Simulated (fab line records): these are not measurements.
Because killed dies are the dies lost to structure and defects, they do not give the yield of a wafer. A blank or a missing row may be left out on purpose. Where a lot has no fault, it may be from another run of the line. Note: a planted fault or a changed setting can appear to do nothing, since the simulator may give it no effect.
The tool behind it: which one? + flow nandHarc + 22 lots, 66 wafers sampled, at 6 steps of a route of 1159

WHAT THE GAUGES SHOWED, per wafer
The record holds no reading of a measuring or inspecting step that can be judged against a usual standard deviation.

EACH LOT AND THE TOOL THAT RAN IT (in order: tool; ch and the chambers of the sampled wafers; start)
| lot  | NHARC_A_STAIRCASE_TRIM_235                   | NHARC_A_STAIRCASE_STRIP_254         | NHARC_A_STAIRCASE_DESCUM_291      | NHARC_A_STAIRCASE_ETCH_452                   | NHARC_A_STAIRCASE_STRIP_476       | NHARC_A_STAIRCASE_CMP_450     |
|------|----------------------------------------------|-------------------------------------|-----------------------------------|----------------------------------------------|-----------------------------------|-------------------------------|
| L074 | rieDiel-07 ch 1,2,3, day 11 06:38 or earlier | plasmaAsher-02 ch 0,1, day 11 06:38 | rieDiel-07 ch 0,2, day 11 10:05   | rieDiel-07 ch 0,2,3, day 11 20:22 or earlier | rieDiel-07 ch 0,3, day 11 20:22   | cmp-03 ch 0,1,3, day 13 12:10 |
| L075 | rieDiel-10 ch 0,2,3, day 11 18:35 or earlier | plasmaAsher-02 ch 0,1, day 11 18:35 | rieDiel-07 ch 0,2,3, day 11 22:18 | rieDiel-07 ch 1,2, day 12 07:43 or earlier   | rieDiel-09 ch 0,2,3, day 12 07:43 | cmp-01 ch 0,1,3, day 14 00:29 |
| L076 | rieDiel-07 ch 0,2,3, day 11 19:17 or earlier | plasmaAsher-01 ch 0,1, day 11 19:17 | rieDiel-07 ch 0,1,2, day 11 22:55 | rieDiel-07 ch 0,2,3, day 12 08:44 or earlier | rieDiel-07 ch 2,3, day 12 08:44   | cmp-04 ch 0,1,3, day 14 00:15 |
| L078 | rieDiel-10 ch 1,2, day 12 02:13 or earlier   | plasmaAsher-01 ch 0,1, day 12 02:13 | rieDiel-07 ch 1,2,3, day 12 05:55 | rieDiel-07 ch 0,2,3, day 12 16:38 or earlier | rieDiel-10 ch 0,3, day 12 16:38   | cmp-03 ch 0,3, day 14 10:34   |
| L077 | rieDiel-07 ch 0,1, day 12 03:32 or earlier   | plasmaAsher-01 ch 0,1, day 12 03:32 | rieDiel-09 ch 0,1,2, day 12 09:56 | rieDiel-09 ch 1,3, day 12 21:29 or earlier   | rieDiel-10 ch 0,1,3, day 12 21:29 | cmp-01 ch 1,3, day 14 10:24   |
| L079 | rieDiel-09 ch 0,2,3, day 13 00:02 or earlier | plasmaAsher-02 ch 0,1, day 13 00:02 | rieDiel-09 ch 1,2, day 13 03:29   | rieDiel-09 ch 0,1,2, day 13 15:13 or earlier | rieDiel-10 ch 0,2,3, day 13 15:13 | cmp-01 ch 0,2,3, day 15 19:17 |
| L081 | rieDiel-07 ch 1,2,3, day 13 02:50 or earlier | plasmaAsher-02 ch 0,1, day 13 02:50 | rieDiel-07 ch 0,1,2, day 13 07:35 | rieDiel-07 ch 0,3, day 13 21:10 or earlier   | rieDiel-07 ch 0,1,2, day 13 21:10 | cmp-04 ch 0,1,2, day 15 19:13 |
| L080 | rieDiel-10 ch 0,2, day 13 03:20 or earlier   | plasmaAsher-02 ch 0,1, day 13 03:20 | rieDiel-10 ch 1,2, day 13 09:04   | rieDiel-10 ch 1,2,3, day 14 02:31 or earlier | rieDiel-10 ch 0,1,3, day 14 02:31 | cmp-01 ch 1,2,3, day 15 21:41 |
| L083 | rieDiel-07 ch 0,1,3, day 13 06:28 or earlier | plasmaAsher-02 ch 0,1, day 13 06:28 | rieDiel-10 ch 0,1, day 13 12:19   | rieDiel-10 ch 0,2,3, day 14 03:32 or earlier | rieDiel-10 ch 1,2,3, day 14 03:32 | cmp-01 ch 0,3, day 15 20:37   |
| L082 | rieDiel-07 ch 0,1,3, day 13 06:55 or earlier | plasmaAsher-02 ch 0,1, day 13 06:55 | rieDiel-07 ch 0,1,2, day 13 13:07 | rieDiel-07 ch 0,1,3, day 14 03:54 or earlier | rieDiel-09 ch 0,2,3, day 14 03:54 | cmp-01 ch 0,1,3, day 15 19:29 |
| L084 | rieDiel-09 ch 1,2, day 13 12:26 or earlier   | plasmaAsher-02 ch 0,1, day 13 12:26 | rieDiel-10 ch 0,1,2, day 13 21:33 | rieDiel-10 ch 1,2, day 14 07:39 or earlier   | rieDiel-07 ch 1,2, day 14 07:39   | cmp-01 ch 1,2, day 16 07:34   |
| L087 | rieDiel-07 ch 0,1,2, day 14 09:25 or earlier | plasmaAsher-01 ch 0,1, day 14 09:25 | rieDiel-09 ch 0,1,2, day 14 13:11 | rieDiel-09 ch 0,1,2, day 14 23:37 or earlier | rieDiel-10 ch 0,1,3, day 14 23:37 | cmp-04 ch 0,2,3, day 16 18:20 |
| L086 | rieDiel-07 ch 0,1,3, day 14 10:10 or earlier | plasmaAsher-01 ch 0,1, day 14 10:10 | rieDiel-07 ch 1,2,3, day 14 14:01 | rieDiel-07 ch 1,2,3, day 15 00:59 or earlier | rieDiel-10 ch 0,2,3, day 15 00:59 | cmp-03 ch 0,1,3, day 16 18:08 |
| L085 | rieDiel-10 ch 0,1,3, day 15 09:04 or earlier | plasmaAsher-02 ch 0,1, day 15 09:04 | rieDiel-09 ch 0,2,3, day 15 13:28 | rieDiel-09 ch 0,1,3, day 16 00:35 or earlier | rieDiel-07 ch 0,1,3, day 16 00:35 | cmp-01 ch 0,1,2, day 17 17:10 |
| L088 | rieDiel-10 ch 0,1, day 15 11:17 or earlier   | plasmaAsher-02 ch 0,1, day 15 11:17 | rieDiel-09 ch 0,3, day 15 14:43   | rieDiel-09 ch 1,3, day 16 04:56 or earlier   | rieDiel-10 ch 1,2,3, day 16 04:56 | cmp-04 ch 1,2, day 17 22:58   |
| L090 | rieDiel-10 ch 1,2,3, day 15 14:07 or earlier | plasmaAsher-01 ch 0,1, day 15 14:07 | rieDiel-09 ch 2,3, day 15 18:05   | rieDiel-09 ch 0,2,3, day 16 11:09 or earlier | rieDiel-09 ch 1,2,3, day 16 11:09 | cmp-03 ch 1,3, day 18 05:33   |
| L091 | rieDiel-07 ch 2,3, day 15 14:17 or earlier   | plasmaAsher-02 ch 0,1, day 15 14:17 | rieDiel-07 ch 1,3, day 15 19:08   | rieDiel-07 ch 0,1,3, day 16 07:35 or earlier | rieDiel-07 ch 0,3, day 16 07:35   | cmp-04 ch 0,1, day 17 23:14   |
| L089 | rieDiel-07 ch 0,3, day 15 22:07 or earlier   | plasmaAsher-02 ch 0,1, day 15 22:07 | rieDiel-10 ch 0,2,3, day 16 03:43 | rieDiel-10 ch 2,3, day 16 14:36 or earlier   | rieDiel-10 ch 0,1,3, day 16 14:36 | cmp-03 ch 1,2, day 18 05:59   |
| L092 | rieDiel-07 ch 0,1,3, day 16 05:14 or earlier | plasmaAsher-01 ch 1, day 16 05:14   | rieDiel-10 ch 0,1,2, day 16 10:18 | rieDiel-10 ch 0,2, day 16 23:11 or earlier   | rieDiel-10 ch 0,2, day 16 23:11   | cmp-04 ch 0,1, day 18 17:28   |
| L095 | rieDiel-10 ch 0,2,3, day 16 20:06 or earlier | plasmaAsher-01 ch 0,1, day 16 20:06 | rieDiel-07 ch 1,2,3, day 17 00:54 | rieDiel-07 ch 1,2,3, day 17 10:28 or earlier | rieDiel-07 ch 1,2,3, day 17 10:28 | cmp-03 ch 0,2,3, day 19 13:05 |
| L096 | rieDiel-09 ch 0,1,3, day 16 23:37 or earlier | plasmaAsher-02 ch 0,1, day 16 23:37 | rieDiel-10 ch 1,2,3, day 17 04:26 | rieDiel-10 ch 0,1,2, day 17 14:53 or earlier | rieDiel-10 ch 1,2,3, day 17 14:53 | cmp-04 ch 1,2,3, day 19 13:10 |
| L097 | rieDiel-09 ch 0,2,3, day 17 02:37 or earlier | plasmaAsher-02 ch 0,1, day 17 02:37 | rieDiel-07 ch 0,2,3, day 17 06:00 | rieDiel-07 ch 1,2, day 17 17:35 or earlier   | rieDiel-10 ch 0,2,3, day 17 17:35 | cmp-04 ch 0,2,3, day 19 11:59 |
- NHARC_A_STAIRCASE_TRIM_235: chemistry O2, time 211.2 s.
- NHARC_A_STAIRCASE_STRIP_254: strips in O2.
- NHARC_A_STAIRCASE_DESCUM_291: chemistry O2, time 3 s.
- NHARC_A_STAIRCASE_ETCH_452: etches the open film in CF4/O2, target depth 30 nm, overetch 3 nm, time 16.5 s.
- NHARC_A_STAIRCASE_STRIP_476: strips in O2, time 20 s.
- NHARC_A_STAIRCASE_CMP_450: polishes SiO2, target thk 200 nm.

WHAT THE TOOLS THEMSELVES READ (means of the sampled wafers that have a number; where no wafer has one, the mark that the record gives instead)
NHARC_A_STAIRCASE_TRIM_235. Usual: drypumpMotorCurrentA 5.6 A, standard deviation 0.43; oesProductAu 1.000 a.u., standard deviation 0.0093; rfVppV 58.1 V, standard deviation 0.88; showerheadPlenumPTorr 3.61 Torr, standard deviation 0.13; throttleValvePct 17.034 %, standard deviation 0.0088.
| lot  | tool       | drypumpMotorCurrentA (A) | oesProductAu (a.u.) | rfVppV (V) | showerheadPlenumPTorr (Torr) | throttleValvePct (%) | flag |
|------|------------|--------------------------|---------------------|------------|------------------------------|----------------------|------|
| L074 | rieDiel-07 | 5.8                      | 1.008               | 59.0       | 3.71                         | 17.029               |      |
| L075 | rieDiel-10 | 5.5                      | 1.003               | 58.0       | 3.49                         | 17.030               |      |
| L076 | rieDiel-07 | 5.7                      | 1.000               | 57.7       | 3.66                         | 17.040               |      |
| L078 | rieDiel-10 | 5.5                      | 1.006               | 58.5       | 3.55                         | 17.029               |      |
| L077 | rieDiel-07 | 5.6                      | 1.013               | 59.0       | 3.60                         | 17.031               |      |
| L079 | rieDiel-09 | 5.7                      | 0.997               | 57.8       | 3.67                         | 17.027               |      |
| L081 | rieDiel-07 | 5.8                      | 0.997               | 58.9       | 3.70                         | 17.037               |      |
| L080 | rieDiel-10 | 5.5                      | 1.007               | 58.0       | 3.48                         | 17.027               |      |
| L083 | rieDiel-07 | 5.9                      | 0.995               | 58.0       | 3.63                         | 17.025               |      |
| L082 | rieDiel-07 | 5.9                      | 1.003               | 58.5       | 3.63                         | 17.039               |      |
| L084 | rieDiel-09 | 5.9                      | 1.003               | 58.1       | 3.55                         | 17.030               |      |
| L087 | rieDiel-07 | 5.5                      | 0.990               | 58.5       | 3.66                         | 17.040               |      |
| L086 | rieDiel-07 | 5.9                      | 0.998               | 57.8       | 3.62                         | 17.036               |      |
| L085 | rieDiel-10 | 5.4                      | 1.009               | 57.8       | 3.60                         | 17.035               |      |
| L088 | rieDiel-10 | 5.4                      | 1.003               | 58.0       | 3.62                         | 17.043               |      |
| L090 | rieDiel-10 | 5.5                      | 1.004               | 57.0       | 3.51                         | 17.031               |      |
| L091 | rieDiel-07 | 5.6                      | 0.989               | 58.9       | 3.71                         | 17.037               |      |
| L089 | rieDiel-07 | 5.8                      | 0.994               | 58.3       | 3.57                         | 17.036               |      |
| L092 | rieDiel-07 | 5.9                      | 1.003               | 58.2       | 3.61                         | 17.033               |      |
| L095 | rieDiel-10 | 5.5                      | 1.011               | 57.7       | 3.47                         | 17.039               |      |
| L096 | rieDiel-09 | 5.3                      | 1.008               | 58.4       | 3.57                         | 17.035               |      |
| L097 | rieDiel-09 | 5.7                      | 1.005               | 57.4       | 3.65                         | 17.037               |      |

NHARC_A_STAIRCASE_STRIP_254. Usual: drypumpMotorCurrentA 5.8 A, standard deviation 0.68; heaterPowerW 326 W, standard deviation 33.
| lot  | tool           | drypumpMotorCurrentA (A) | heaterPowerW (W) | flag |
|------|----------------|--------------------------|------------------|------|
| L074 | plasmaAsher-02 | 5.5                      | 305              |      |
| L075 | plasmaAsher-02 | 6.1                      | 314              |      |
| L076 | plasmaAsher-01 | 5.9                      | 343              |      |
| L078 | plasmaAsher-01 | 5.7                      | 366              |      |
| L077 | plasmaAsher-01 | 5.9                      | 349              |      |
| L079 | plasmaAsher-02 | 5.5                      | 301              |      |
| L081 | plasmaAsher-02 | 5.5                      | 304              |      |
| L080 | plasmaAsher-02 | 5.5                      | 307              |      |
| L083 | plasmaAsher-02 | 5.5                      | 301              |      |
| L082 | plasmaAsher-02 | 5.5                      | 304              |      |
| L084 | plasmaAsher-02 | 6.1                      | 318              |      |
| L087 | plasmaAsher-01 | 5.7                      | 367              |      |
| L086 | plasmaAsher-01 | 5.7                      | 364              |      |
| L085 | plasmaAsher-02 | 6.1                      | 320              |      |
| L088 | plasmaAsher-02 | 5.5                      | 307              |      |
| L090 | plasmaAsher-01 | 5.9                      | 345              |      |
| L091 | plasmaAsher-02 | 5.5                      | 304              |      |
| L089 | plasmaAsher-02 | 6.1                      | 309              |      |
| L092 | plasmaAsher-01 | 6.0                      | 322              |      |
| L095 | plasmaAsher-01 | 5.7                      | 367              |      |
| L096 | plasmaAsher-02 | 5.6                      | 306              |      |
| L097 | plasmaAsher-02 | 5.5                      | 305              |      |

NHARC_A_STAIRCASE_DESCUM_291. Usual: drypumpMotorCurrentA 5.6 A, standard deviation 0.43; oesProductAu 0.999 a.u., standard deviation 0.0088; rfVppV 58.0 V, standard deviation 0.98; showerheadPlenumPTorr 1.96 Torr, standard deviation 0.072; throttleValvePct 11.310 %, standard deviation 0.0091.
| lot  | tool       | drypumpMotorCurrentA (A) | oesProductAu (a.u.) | rfVppV (V) | showerheadPlenumPTorr (Torr) | throttleValvePct (%) | flag |
|------|------------|--------------------------|---------------------|------------|------------------------------|----------------------|------|
| L074 | rieDiel-07 | 5.4                      | 1.010               | 58.4       | 1.97                         | 11.308               |      |
| L075 | rieDiel-07 | 5.7                      | 1.004               | 58.1       | 1.99                         | 11.315               |      |
| L076 | rieDiel-07 | 5.5                      | 0.997               | 57.7       | 2.00                         | 11.315               |      |
| L078 | rieDiel-07 | 5.8                      | 0.993               | 58.7       | 2.02                         | 11.302               |      |
| L077 | rieDiel-09 | 5.6                      | 0.999               | 57.8       | 1.96                         | 11.312               |      |
| L079 | rieDiel-09 | 5.5                      | 1.004               | 57.5       | 1.88                         | 11.323               |      |
| L081 | rieDiel-07 | 5.5                      | 0.992               | 57.7       | 1.99                         | 11.318               |      |
| L080 | rieDiel-10 | 5.5                      | 0.998               | 57.5       | 1.92                         | 11.307               |      |
| L083 | rieDiel-10 | 5.3                      | 1.000               | 58.3       | 1.95                         | 11.306               |      |
| L082 | rieDiel-07 | 5.5                      | 0.996               | 58.5       | 1.99                         | 11.313               |      |
| L084 | rieDiel-10 | 5.5                      | 1.004               | 58.4       | 1.90                         | 11.305               |      |
| L087 | rieDiel-09 | 5.6                      | 1.003               | 58.1       | 1.95                         | 11.309               |      |
| L086 | rieDiel-07 | 5.8                      | 0.993               | 58.0       | 2.01                         | 11.310               |      |
| L085 | rieDiel-09 | 5.7                      | 1.002               | 57.7       | 1.99                         | 11.313               |      |
| L088 | rieDiel-09 | 5.4                      | 1.005               | 58.7       | 2.02                         | 11.319               |      |
| L090 | rieDiel-09 | 6.1                      | 0.995               | 58.1       | 1.96                         | 11.318               |      |
| L091 | rieDiel-07 | 6.2                      | 0.994               | 58.9       | 1.99                         | 11.315               |      |
| L089 | rieDiel-10 | 5.5                      | 1.007               | 57.1       | 1.88                         | 11.319               |      |
| L092 | rieDiel-10 | 5.4                      | 1.003               | 57.8       | 1.90                         | 11.301               |      |
| L095 | rieDiel-07 | 5.7                      | 0.991               | 58.2       | 2.00                         | 11.304               |      |
| L096 | rieDiel-10 | 5.5                      | 1.007               | 57.8       | 1.90                         | 11.300               |      |
| L097 | rieDiel-07 | 5.7                      | 0.997               | 58.0       | 1.98                         | 11.304               |      |

NHARC_A_STAIRCASE_ETCH_452. Usual: drypumpMotorCurrentA 5.6 A, standard deviation 0.45; oes_f_703_au 1.000 a.u., standard deviation 0.0045; oesProductAu 0.998 a.u., standard deviation 0.0096; rfVppV 198.5 V, standard deviation 1.4; showerheadPlenumPTorr 1.37 Torr, standard deviation 0.05; throttleValvePct 13.398 %, standard deviation 0.0088.
| lot  | tool       | drypumpMotorCurrentA (A) | oes_f_703_au (a.u.) | oesProductAu (a.u.) | rfVppV (V) | showerheadPlenumPTorr (Torr) | throttleValvePct (%) | flag |
|------|------------|--------------------------|---------------------|---------------------|------------|------------------------------|----------------------|------|
| L074 | rieDiel-07 | 5.7                      | 0.998               | 0.993               | 199.3      | 1.39                         | 13.391               |      |
| L075 | rieDiel-07 | 5.3                      | 1.000               | 1.002               | 199.9      | 1.42                         | 13.404               |      |
| L076 | rieDiel-07 | 5.7                      | 1.001               | 1.001               | 198.9      | 1.39                         | 13.406               |      |
| L078 | rieDiel-07 | 5.7                      | 1.002               | 0.997               | 198.4      | 1.39                         | 13.402               |      |
| L077 | rieDiel-09 | 5.2                      | 1.002               | 0.986               | 197.1      | 1.33                         | 13.403               |      |
| L079 | rieDiel-09 | 5.6                      | 1.001               | 1.004               | 198.2      | 1.37                         | 13.396               |      |
| L081 | rieDiel-07 | 5.8                      | 1.002               | 0.994               | 198.6      | 1.35                         | 13.402               |      |
| L080 | rieDiel-10 | 5.5                      | 1.002               | 1.002               | 197.7      | 1.33                         | 13.407               |      |
| L083 | rieDiel-10 | 5.5                      | 1.001               | 0.996               | 197.5      | 1.32                         | 13.397               |      |
| L082 | rieDiel-07 | 5.9                      | 0.998               | 1.000               | 198.8      | 1.37                         | 13.398               |      |
| L084 | rieDiel-10 | 5.6                      | 0.998               | 0.994               | 196.8      | 1.30                         | 13.389               |      |
| L087 | rieDiel-09 | 5.6                      | 1.004               | 1.001               | 198.1      | 1.36                         | 13.400               |      |
| L086 | rieDiel-07 | 5.8                      | 1.005               | 0.983               | 199.1      | 1.40                         | 13.400               |      |
| L085 | rieDiel-09 | 5.2                      | 1.000               | 1.006               | 198.6      | 1.35                         | 13.407               |      |
| L088 | rieDiel-09 | 5.2                      | 1.001               | 1.002               | 196.9      | 1.32                         | 13.396               |      |
| L090 | rieDiel-09 | 5.7                      | 1.001               | 0.996               | 199.7      | 1.39                         | 13.404               |      |
| L091 | rieDiel-07 | 5.9                      | 0.996               | 1.008               | 198.6      | 1.37                         | 13.391               |      |
| L089 | rieDiel-10 | 5.6                      | 1.004               | 0.996               | 195.7      | 1.28                         | 13.400               |      |
| L092 | rieDiel-10 | 5.4                      | 0.999               | 1.008               | 197.1      | 1.31                         | 13.396               |      |
| L095 | rieDiel-07 | 5.7                      | 1.003               | 0.993               | 199.9      | 1.39                         | 13.392               |      |
| L096 | rieDiel-10 | 5.5                      | 1.000               | 1.016               | 197.6      | 1.32                         | 13.399               |      |
| L097 | rieDiel-07 | 5.4                      | 1.001               | 0.988               | 199.9      | 1.41                         | 13.407               |      |

NHARC_A_STAIRCASE_STRIP_476. Usual: drypumpMotorCurrentA 5.6 A, standard deviation 0.36; oesProductAu 1.001 a.u., standard deviation 0.0094; rfVppV 57.9 V, standard deviation 0.85; showerheadPlenumPTorr 3.57 Torr, standard deviation 0.13; throttleValvePct 17.038 %, standard deviation 0.0091.
| lot  | tool       | drypumpMotorCurrentA (A) | oesProductAu (a.u.) | rfVppV (V) | showerheadPlenumPTorr (Torr) | throttleValvePct (%) | flag |
|------|------------|--------------------------|---------------------|------------|------------------------------|----------------------|------|
| L074 | rieDiel-07 | 5.8                      | 1.002               | 58.1       | 3.59                         | 17.032               |      |
| L075 | rieDiel-09 | 5.8                      | 1.003               | 58.3       | 3.68                         | 17.045               |      |
| L076 | rieDiel-07 | 6.1                      | 0.997               | 56.8       | 3.69                         | 17.045               |      |
| L078 | rieDiel-10 | 5.3                      | 1.009               | 58.8       | 3.58                         | 17.036               |      |
| L077 | rieDiel-10 | 5.4                      | 1.004               | 58.4       | 3.60                         | 17.043               |      |
| L079 | rieDiel-10 | 5.5                      | 1.000               | 57.3       | 3.49                         | 17.035               |      |
| L081 | rieDiel-07 | 5.5                      | 0.997               | 58.7       | 3.66                         | 17.034               |      |
| L080 | rieDiel-10 | 5.4                      | 1.008               | 57.9       | 3.60                         | 17.033               |      |
| L083 | rieDiel-10 | 5.5                      | 1.008               | 57.9       | 3.52                         | 17.049               |      |
| L082 | rieDiel-09 | 5.7                      | 0.995               | 58.0       | 3.67                         | 17.041               |      |
| L084 | rieDiel-07 | 5.5                      | 0.986               | 58.0       | 3.70                         | 17.031               |      |
| L087 | rieDiel-10 | 5.4                      | 1.001               | 58.2       | 3.60                         | 17.039               |      |
| L086 | rieDiel-10 | 5.5                      | 1.003               | 57.5       | 3.48                         | 17.037               |      |
| L085 | rieDiel-07 | 5.9                      | 0.997               | 57.1       | 3.61                         | 17.031               |      |
| L088 | rieDiel-10 | 5.5                      | 0.998               | 57.9       | 3.51                         | 17.047               |      |
| L090 | rieDiel-09 | 5.6                      | 0.997               | 58.2       | 3.51                         | 17.043               |      |
| L091 | rieDiel-07 | 6.1                      | 0.999               | 58.4       | 3.60                         | 17.034               |      |
| L089 | rieDiel-10 | 5.4                      | 1.010               | 57.5       | 3.59                         | 17.040               |      |
| L092 | rieDiel-10 | 5.5                      | 1.013               | 57.8       | 3.47                         | 17.032               |      |
| L095 | rieDiel-07 | 5.8                      | 0.986               | 58.4       | 3.68                         | 17.038               |      |
| L096 | rieDiel-10 | 5.5                      | 1.008               | 57.8       | 3.50                         | 17.032               |      |
| L097 | rieDiel-10 | 5.5                      | 1.001               | 58.2       | 3.47                         | 17.034               |      |

NHARC_A_STAIRCASE_CMP_450. Usual: motorCurrentA 12.3 A, standard deviation 1.4; slurryFilterDpKPa 13.49 kPa, standard deviation 0.13; slurryFlowMlMin 150.1, standard deviation 0.45.
| lot  | tool   | motorCurrentA (A) | slurryFilterDpKPa (kPa) | slurryFlowMlMin | flag |
|------|--------|-------------------|-------------------------|-----------------|------|
| L074 | cmp-03 | 12.3              | 13.37                   | 149.8           |      |
| L075 | cmp-01 | 14.1              | 13.56                   | 149.9           |      |
| L076 | cmp-04 | 11.8              | 13.53                   | 150.1           |      |
| L078 | cmp-03 | 11.7              | 13.50                   | 150.2           |      |
| L077 | cmp-01 | 14.5              | 13.39                   | 150.1           |      |
| L079 | cmp-01 | 12.2              | 13.31                   | 150.3           |      |
| L081 | cmp-04 | 12.1              | 13.56                   | 150.0           |      |
| L080 | cmp-01 | 13.3              | 13.55                   | 150.1           |      |
| L083 | cmp-01 | 12.1              | 13.48                   | 150.6           |      |
| L082 | cmp-01 | 13.7              | 13.48                   | 149.8           |      |
| L084 | cmp-01 | 11.9              | 13.52                   | 150.2           |      |
| L087 | cmp-04 | 11.8              | 13.54                   | 149.9           |      |
| L086 | cmp-03 | 11.3              | 13.62                   | 150.2           |      |
| L085 | cmp-01 | 12.4              | 13.42                   | 150.5           |      |
| L088 | cmp-04 | 12.0              | 13.58                   | 150.1           |      |
| L090 | cmp-03 | 11.8              | 13.49                   | 150.1           |      |
| L091 | cmp-04 | 12.1              | 13.44                   | 150.1           |      |
| L089 | cmp-03 | 11.9              | 13.43                   | 150.0           |      |
| L092 | cmp-04 | 12.0              | 13.49                   | 149.9           |      |
| L095 | cmp-03 | 11.8              | 13.47                   | 149.9           |      |
| L096 | cmp-04 | 11.8              | 13.48                   | 150.0           |      |
| L097 | cmp-04 | 11.8              | 13.40                   | 150.0           |      |

THE ANSWER, worked out from the rows above alone
Rule: take the mean of a lot's wafers that have a number; if it is more than 3 standard deviations from the usual mean, the lot is off. Also off: a lot with no number at a reading for which 4 or more lots have one. Any other lot the step has rows for is counted as sound. After the gauges, taken in route order, come the tools' own readings; for these a lot's mean is taken, as printed above. At the first step where some lot is off, the reading lying furthest off is the one used; lots without a number count as furthest.
Nothing can be told from this: no lot is off at any reading shown.

WHAT THE SIMULATOR HAD INSERTED
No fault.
